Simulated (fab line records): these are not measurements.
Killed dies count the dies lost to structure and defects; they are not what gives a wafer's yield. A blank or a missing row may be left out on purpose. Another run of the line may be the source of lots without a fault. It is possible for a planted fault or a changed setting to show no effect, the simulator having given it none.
fab line records ; flow n5_finfet ; part 2 of 2: steps 19 to 26 of 26
[record] lots = 5; wafers = 15; last_day = 18
route steps=1938 shown BEOL_M1@773
lots that met no fault: taken from a fault-free run of the same line
start_h: hours from the record's first day to the start of the lot's first wafer shown ; wait_h: time in hours since the lot's previous step ; " identical to the entry in the row above ; L1.1+2: one row covering several wafers at once ; - value missing, or start not given ; * or withheld: withheld ; < > ~ a bound
route shown NAME@n: a module of which the file shows steps, and the number in the route of the first ; usual: average and standard deviation across the fault-free wafers ; same: alike in all rows ; chamber/n: place in a boat ; sites: each site's reading ; _std_site: the standard deviation of these ; _edge_site: the outer-site mean with the inner-site mean subtracted ; radius_mm: how far each site lies from the wafer's centre ; mask NAME#n: copy n ; behind: the most recent tool/chamber to have shaped the wafer ; hold: reason for holding the lot/hours on hold/outcome of the hold ; device: the transistor (n, p or np) that didn't switch ; end of line: the route-end tests of the same wafers ; a step without rows: its recipe alone ; killed: dies that structure and defects cost at the first sort, which is not the same as the wafer's yield ; map: a wafer's dies, marking killed ones x, the rest . and places with no die _
set.NAME: the setting as run; set.NAME@STEP: as run at that earlier step ; model.NAME: the simulator's own value behind a step, which no gauge read
certain route steps with their lots: each step a table, each wafer a row
services: the hour from which a tool's chamber was out of use, counted from the record's first day as start_h (under 0 if before that day), plus the number of hours and why
[[steps]]
[step N5_BEOL_M1_ETCH_69]
[recipe] chemistry = CF4; target = SiARC; target_depth_a = 156; mask_material = CAR-EUV; time_s = 26; ion_energy_ev = 80; pressure_mtorr = 40; source_w = 545; bias_w = 36; Ar_flow_sccm = 100; cf4_flow_sccm = 100; ends = cleared
[usual] bias_w = 36.00/0.098; drypump_motor_current_A = 5.7/0.53; etch_rf_on_time_s = 26.0/0.39; mfc_ar_sccm = 100.1/0.3; oes_product_au = 0.68/0.051; rf_vpp_V = 184.2/1.2; showerhead_plenum_p_Torr = 2.15/0.066; throttle_valve_pct = 15.47/0.15
lot.wafer;tool;chamber;start_h;wait_h;bias_w;drypump_motor_current_A;etch_rf_on_time_s;mfc_ar_sccm;oes_product_au;rf_hours_counter_h;rf_vpp_V;showerhead_plenum_p_Torr;throttle_valve_pct
L074.2;rie_diel-06;0;122.13;0.0;35.97;6.2;25.5;100.2;0.62;208;183.9;2.12;15.49
L074.3;rie_diel-06;2;122.13;0.0;36.07;6.6;25.4;100.3;0.61;224;185.0;2.11;15.86
L074.5;rie_diel-06;3;122.13;0.0;35.97;5.8;25.8;100.2;0.71;-;181.7;2.08;15.67
L081.2;rie_diel-02;1;167.72;0.0;36.09;6.4;25.7;99.8;0.76;24;185.9;2.28;15.40
L081.3;rie_diel-02;3;167.72;0.0;36.24;4.7;25.7;100.3;0.71;60;183.7;2.08;15.29
L081.6;rie_diel-02;3;167.72;0.0;36.06;4.7;25.8;100.0;0.71;-;182.1;2.08;15.29
L082.2;rie_diel-02;2;173.82;0.0;35.95;6.1;25.5;100.1;0.71;59;185.0;2.17;15.59
L082.3;rie_diel-02;1;173.82;0.0;36.05;6.4;25.8;99.7;0.76;25;186.3;2.28;15.42
L082.4;rie_diel-02;0;173.82;0.0;35.77;5.7;26.3;100.1;0.69;-;184.4;2.16;15.24
L087.1;rie_diel-06;3;207.45;0.0;36.01;5.8;26.4;99.6;0.68;109;181.6;2.07;15.72
L087.2;rie_diel-06;0;207.45;0.0;36.15;6.2;25.9;99.4;0.60;231;183.5;2.11;15.52
L087.3;rie_diel-06;2;207.45;0.0;36.10;6.6;26.0;99.9;0.60;242;182.7;2.11;15.88
L096.1;rie_diel-02;0;257.06;0.0;35.99;5.8;25.9;100.3;0.68;115;183.4;2.15;15.28
L096.3;rie_diel-02;3;257.06;0.0;35.94;4.8;25.3;100.2;0.69;85;182.2;2.08;15.37
L096.5;rie_diel-02;3;257.06;0.0;35.91;4.8;25.5;100.0;0.70;-;183.1;2.08;15.35
[step N5_BEOL_M1_ALD_98]
[recipe] material = SiO2; target_thk_a = 25; temp_c = 100; ald_precursor_family = BDEAS; ald_co_reactant = O2-plasma; pulse_time_s = 1; co_reactant_pulse_time_s = 1; purge_time_s = 2; co_reactant_purge_time_s = 2; ald_cycles = 17; pressure_torr = 2
[usual] heater_power_w = 79/9.9; precursor_pulse_height_rel = 0.998/0.019
lot.wafer;tool;chamber;start_h;wait_h;heater_power_w;precursor_pulse_height_rel
L074.2;ald_sin-02;1;122.22;0.1;74;1.028
L074.3;ald_sin-02;3;122.22;0.1;77;0.986
L074.5;ald_sin-02;1;122.22;0.1;77;1.043
L081.2;ald_sin-03;0;167.99;0.2;75;0.975
L081.3;ald_sin-03;3;167.99;0.2;72;1.010
L081.6;ald_sin-03;2;167.99;0.2;89;1.035
L082.2;ald_sin-02;0;174.15;0.3;69;0.993
L082.3;ald_sin-02;1;174.15;0.3;76;0.999
L082.4;ald_sin-02;3;174.15;0.3;76;1.000
L087.1;ald_sin-01;3;207.53;0.1;86;0.995
L087.2;ald_sin-01;1;207.53;0.1;70;0.974
L087.3;ald_sin-01;2;207.53;0.1;102;0.982
L096.1;ald_sin-03;3;257.44;0.3;74;1.012
L096.3;ald_sin-03;2;257.44;0.3;88;0.968
L096.5;ald_sin-03;0;257.44;0.3;75;0.991
[step N5_BEOL_M1_ETCHBACK_99]
[recipe] chemistry = CHF3; target = SiO2; target_depth_a = 50; time_s = 10.4; source_w = 215; bias_w = 47; Ar_flow_sccm = 200; CHF3_flow_sccm = 12; ion_energy_ev = 100; pressure_mtorr = 30
[usual] bias_w = 46.99/0.12; drypump_motor_current_A = 5.8/0.55; mfc_ar_sccm = 200.0/0.55; oes_product_au = 0.79/0.058; rf_vpp_V = 241.8/2.7; showerhead_plenum_p_Torr = 2.15/0.069; throttle_valve_pct = 16.97/0.18
lot.wafer;tool;chamber;start_h;wait_h;bias_w;drypump_motor_current_A;mfc_ar_sccm;oes_product_au;rf_hours_counter_h;rf_vpp_V;showerhead_plenum_p_Torr;throttle_valve_pct
L074.2;rie_diel-06;0;129.03;6.8;46.92;6.2;200.5;0.71;209;239.6;2.14;16.94
L074.3;rie_diel-06;3;129.03;6.8;46.95;5.8;199.1;0.82;88;241.1;2.09;17.16
L074.5;rie_diel-06;1;129.03;6.8;46.97;5.2;200.6;0.82;-;242.5;2.09;16.94
L081.2;rie_diel-02;0;180.45;12.4;46.90;5.8;199.6;0.81;96;241.7;2.18;16.72
L081.3;rie_diel-02;1;180.45;12.4;47.11;6.4;199.6;0.88;29;243.2;2.30;16.95
L081.6;rie_diel-02;1;180.45;12.4;46.94;6.4;199.9;0.87;-;242.0;2.30;16.94
L082.2;rie_diel-06;3;184.02;9.8;47.20;5.8;199.9;0.81;104;239.5;2.08;17.19
L082.3;rie_diel-06;1;184.02;9.8;46.94;5.2;201.1;0.81;89;242.9;2.08;16.96
L082.4;rie_diel-06;2;184.02;9.8;46.86;6.6;199.7;0.70;235;239.2;2.12;17.29
L087.1;rie_diel-06;2;214.20;6.6;46.96;6.6;199.5;0.70;244;239.1;2.11;17.29
L087.2;rie_diel-06;3;214.20;6.6;46.94;5.8;201.0;0.79;111;240.7;2.08;17.20
L087.3;rie_diel-06;0;214.20;6.6;46.99;6.2;200.7;0.70;233;238.1;2.13;16.97
L096.1;rie_diel-02;1;278.29;20.8;46.74;6.4;200.7;0.84;60;242.7;2.29;17.04
L096.3;rie_diel-02;3;278.29;20.8;46.91;4.7;200.2;0.80;90;243.1;2.07;16.77
L096.5;rie_diel-02;3;278.29;20.8;47.17;4.7;199.9;0.80;-;241.7;2.07;16.76
[step N5_BEOL_M1_ETCH_70]
[recipe] chemistry = N2/H2; target = SOC; target_depth_a = 800; overetch_a = 160; mask_material = SiARC; temp_c = 40; time_s = 120; ion_energy_ev = 200; pressure_mtorr = 30; source_w = 840; bias_w = 150; n2_flow_sccm = 200; h2_flow_sccm = 200
[usual] bias_w = 150.0/0.47; drypump_motor_current_A = 5.8/0.55; oes_product_au = 0.61/0.043; rf_vpp_V = 523.8/2.2; showerhead_plenum_p_Torr = 2.54/0.079; throttle_valve_pct = 17.71/0.19
lot.wafer;tool;chamber;start_h;wait_h;bias_w;drypump_motor_current_A;oes_product_au;rf_hours_counter_h;rf_vpp_V;showerhead_plenum_p_Torr;throttle_valve_pct
L074.2;rie_diel-06;0;129.06;0.0;150.1;6.2;0.55;209;523.2;2.53;17.75
L074.3;rie_diel-06;3;129.06;0.0;149.9;5.9;0.63;88;520.9;2.46;17.90
L074.5;rie_diel-06;1;129.06;0.0;149.5;5.2;0.63;-;522.3;2.47;17.68
L081.2;rie_diel-02;0;180.48;0.0;149.0;5.8;0.62;96;524.7;2.56;17.36
L081.3;rie_diel-02;1;180.48;0.0;149.4;6.4;0.67;29;527.0;2.70;17.72
L081.6;rie_diel-02;1;180.48;0.0;150.2;6.4;0.68;-;528.8;2.70;17.73
L082.2;rie_diel-06;3;184.06;0.0;149.8;5.8;0.61;104;521.0;2.46;17.91
L082.3;rie_diel-06;1;184.06;0.0;149.2;5.3;0.62;89;522.5;2.46;17.70
L082.4;rie_diel-06;2;184.06;0.0;149.8;6.6;0.54;235;523.3;2.50;18.01
L087.1;rie_diel-06;2;214.24;0.0;150.2;6.6;0.53;244;524.9;2.50;18.02
L087.2;rie_diel-06;3;214.24;0.0;150.7;5.9;0.61;111;522.7;2.45;17.92
L087.3;rie_diel-06;0;214.24;0.0;150.3;6.2;0.53;233;524.2;2.52;17.81
L096.1;rie_diel-02;1;278.33;0.0;149.7;6.4;0.63;60;527.4;2.69;17.78
L096.3;rie_diel-02;3;278.33;0.0;150.1;4.7;0.61;90;520.8;2.46;17.54
L096.5;rie_diel-02;3;278.33;0.0;150.1;4.7;0.61;-;520.6;2.46;17.54
[step N5_BEOL_M1_STRIP_71]
[recipe] chemistry = N2/H2; temp_c = 40; n2_flow_sccm = 200; h2_flow_sccm = 200; rf_frequency_hz = 6e+07
lot.wafer;tool;chamber;start_h;wait_h
L074.2+3+5;rie_diel-06;0,3,1;129.14;0.0
L081.2+3+6;rie_diel-02;0,1,1;180.56;0.0
L082.2+3+4;rie_diel-06;3,1,2;184.14;0.0
L087.1+2+3;rie_diel-06;2,3,0;214.32;0.0
L096.1+3+5;rie_diel-02;1,3,3;278.41;0.0
[step N5_BEOL_M1_STRIP_78]
[recipe] chemistry = N2/H2; temp_c = 40; n2_flow_sccm = 200; h2_flow_sccm = 200; rf_frequency_hz = 6e+07
lot.wafer;tool;chamber;start_h;wait_h
L074.2+3+5;rie_diel-06;0,3,1;129.15;0.0
L081.2+3+6;rie_diel-02;0,1,1;180.57;0.0
L082.2+3+4;rie_diel-06;3,1,2;184.15;0.0
L087.1+2+3;rie_diel-06;2,3,0;214.33;0.0
L096.1+3+5;rie_diel-02;1,3,3;278.42;0.0
[step N5_BEOL_M1_VIA_ETCH_34]
[recipe] chemistry = C4F6/O2; target_depth_a = 678; mask_material = SOC; pressure_mtorr = 15; ion_energy_ev = 250; taper_deg = 4; time_s = 64.4; source_w = 350; bias_w = 170; Ar_flow_sccm = 300; C4F6_flow_sccm = 10; O2_flow_sccm = 10
[usual] bias_w = 169.9/0.48; drypump_motor_current_A = 5.8/0.55; mfc_ar_sccm = 300.0/0.94; oes_product_au = 0.79/0.059; rf_vpp_V = 668/6.9; showerhead_plenum_p_Torr = 2.84/0.089; throttle_valve_pct = 30.64/0.25
lot.wafer;tool;chamber;start_h;wait_h;bias_w;drypump_motor_current_A;mfc_ar_sccm;oes_product_au;rf_hours_counter_h;rf_vpp_V;showerhead_plenum_p_Torr;throttle_valve_pct
L074.2;rie_diel-06;0;129.16;0.0;169.5;6.2;299.0;0.72;209;656;2.82;30.46
L074.3;rie_diel-06;3;129.16;0.0;169.5;5.8;299.6;0.82;88;664;2.76;30.91
L074.5;rie_diel-06;1;129.16;0.0;170.3;5.2;299.7;0.83;-;671;2.76;30.62
L081.2;rie_diel-02;0;180.58;0.0;170.3;5.8;300.2;0.81;96;670;2.88;30.37
L081.3;rie_diel-02;1;180.58;0.0;170.0;6.4;298.4;0.89;29;669;3.03;30.84
L081.6;rie_diel-02;1;180.58;0.0;170.3;6.4;299.6;0.89;-;670;3.03;30.86
L082.2;rie_diel-06;3;184.16;0.0;170.0;5.8;301.3;0.79;104;662;2.76;30.92
L082.3;rie_diel-06;1;184.16;0.0;170.6;5.2;299.9;0.81;89;671;2.75;30.63
L082.4;rie_diel-06;2;184.16;0.0;170.2;6.6;299.5;0.70;235;661;2.80;30.90
L087.1;rie_diel-06;2;214.34;0.0;169.7;6.6;299.4;0.69;244;662;2.79;30.92
L087.2;rie_diel-06;3;214.34;0.0;170.7;5.9;299.8;0.80;111;663;2.75;30.94
L087.3;rie_diel-06;0;214.34;0.0;169.5;6.2;300.7;0.70;233;656;2.81;30.51
L096.1;rie_diel-02;1;278.43;0.0;171.0;6.4;299.3;0.83;60;668;3.01;30.89
L096.3;rie_diel-02;3;278.43;0.0;169.7;4.8;300.9;0.80;90;670;2.74;30.33
L096.5;rie_diel-02;3;278.43;0.0;170.1;4.7;300.3;0.81;-;669;2.74;30.31
[step N5_BEOL_M1_STRIP_83]
[recipe] chemistry = C4F6/O2; resist = SiARC; rf_frequency_hz = 6e+07
lot.wafer;tool;chamber;start_h;wait_h
L074.2+3+5;rie_diel-06;0,3,1;129.21;0.0
L081.2+3+6;rie_diel-02;0,1,1;180.63;0.0
L082.2+3+4;rie_diel-06;3,1,2;184.21;0.0
L087.1+2+3;rie_diel-06;2,3,0;214.39;0.0
L096.1+3+5;rie_diel-02;1,3,3;278.48;0.0
[[services]]
tool;chamber;start_h;hours;kind
ald_sin-02;-;97.52;6.0;pm
ald_sin-03;-;104.73;6.1;pm
rie_diel-02;-;112.60;2.8;pm
euv_scanner-02;-;119.61;4.6;pm
ald_sin-03;1;127.01;11.4;repair
rie_diel-06;2;128.81;12.8;repair
euv_scanner-02;-;132.66;12.0;pm
rie_diel-06;-;143.51;0.7;repair
euv_scanner-01;-;144.66;1.0;pm
euv_scanner-02;-;169.66;0.6;repair
rie_diel-02;3;173.20;15.3;repair
euv_scanner-01;-;174.16;4.6;pm
ald_sin-02;-;177.90;14.0;pm
euv_scanner-02;-;178.76;1.0;pm
rie_diel-02;0;191.16;13.6;repair
euv_scanner-01;-;197.73;1.0;pm
euv_scanner-02;-;229.62;0.8;repair
ald_sin-03;3;230.62;14.3;repair
ald_sin-03;2;232.83;15.8;repair
euv_scanner-02;-;234.62;1.0;pm
ald_sin-02;-;247.15;6.1;pm
euv_scanner-02;-;253.28;0.4;repair
euv_scanner-01;-;253.92;1.0;pm
rie_metal-01;-;272.06;14.6;pm
